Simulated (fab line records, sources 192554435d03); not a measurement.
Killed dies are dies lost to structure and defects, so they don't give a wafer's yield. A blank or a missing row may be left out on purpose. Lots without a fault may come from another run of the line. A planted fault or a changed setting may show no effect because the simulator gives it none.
Which tool did it? | flow n5_finfet | 22 lots, 66 wafers sampled, at 1 step of a route of 1938

WHAT THE GAUGES READ, wafer by wafer
N5_HKMG_FIN_INSPECT_61: inspects for defects (macro).
lot  | measured    | on                | raw_defect_count
L074 | day 3 22:55 | defect_inspect-01 | 2 3 0
L075 | day 4 05:56 | defect_inspect-01 | 0 1 3
L076 | day 4 10:34 | defect_inspect-02 | 4 2 3
L077 | day 4 16:05 | defect_inspect-02 | 0 1 3
L078 | day 5 03:29 | defect_inspect-01 | 1 6 1
L079 | day 5 10:42 | defect_inspect-01 | 1 2 4
L080 | day 5 13:04 | defect_inspect-01 | 1 1 0
L081 | day 5 22:37 | defect_inspect-02 | 1 3 0
L082 | day 6 03:11 | defect_inspect-01 | 4 3 1
L083 | day 6 05:25 | defect_inspect-02 | 1 0 5
L084 | day 6 15:05 | defect_inspect-01 | 1 1 4
L085 | day 6 18:12 | defect_inspect-01 | 1 2 2
L086 | day 7 02:35 | defect_inspect-02 | 5 1 1
L088 | day 7 11:54 | defect_inspect-01 | 2 2 0
L089 | day 7 17:54 | defect_inspect-02 | 2 3 3
L090 | day 8 00:02 | defect_inspect-01 | 1 3 2
L091 | day 8 05:56 | defect_inspect-01 | 1 1 2
L093 | day 8 20:10 | defect_inspect-01 | 1 1 1
L094 | day 9 01:02 | defect_inspect-02 | 5 1 0
L095 | day 9 06:36 | defect_inspect-02 | 3 5 0
L096 | day 9 13:21 | defect_inspect-01 | 4 3 3
L097 | day 9 20:54 | defect_inspect-01 | 2 0 3

WHICH TOOL RAN EACH LOT (tool, then ch and the chambers of the sampled wafers, then the start)
The record holds no process step before these readings.

WHAT THE TOOLS THEMSELVES READ (means of the sampled wafers that have a number; where no wafer has one, the mark that the record gives instead)
The record holds no such reading with a usual standard deviation.

THE ANSWER, worked out from the rows above alone
Rule: what is usual is taken from the lots themselves. Put in order of their means at a reading, lots are off if they are a third of the lots or fewer, leave a main group of 4 or more, and stand apart from it by a gap of 3 or more times the standard deviation of the main group's means; of several such gaps the widest counts. A main group whose means are all the same, to the digits that the tables above print for the reading, isn't used. A lot without any number at a reading at which 4 lots or more have one is off too. The other lots that the step has rows for count as sound. The gauges are gone through in route order, then the tools' own readings, and for those a lot's mean is taken as printed above. The first step at which some lot is off is used, and at that step the reading that is off furthest; a lot without a number counts as furthest.
No lot is off at any reading shown: from this, nothing can be told.

WHAT THE SIMULATOR HAD PUT IN
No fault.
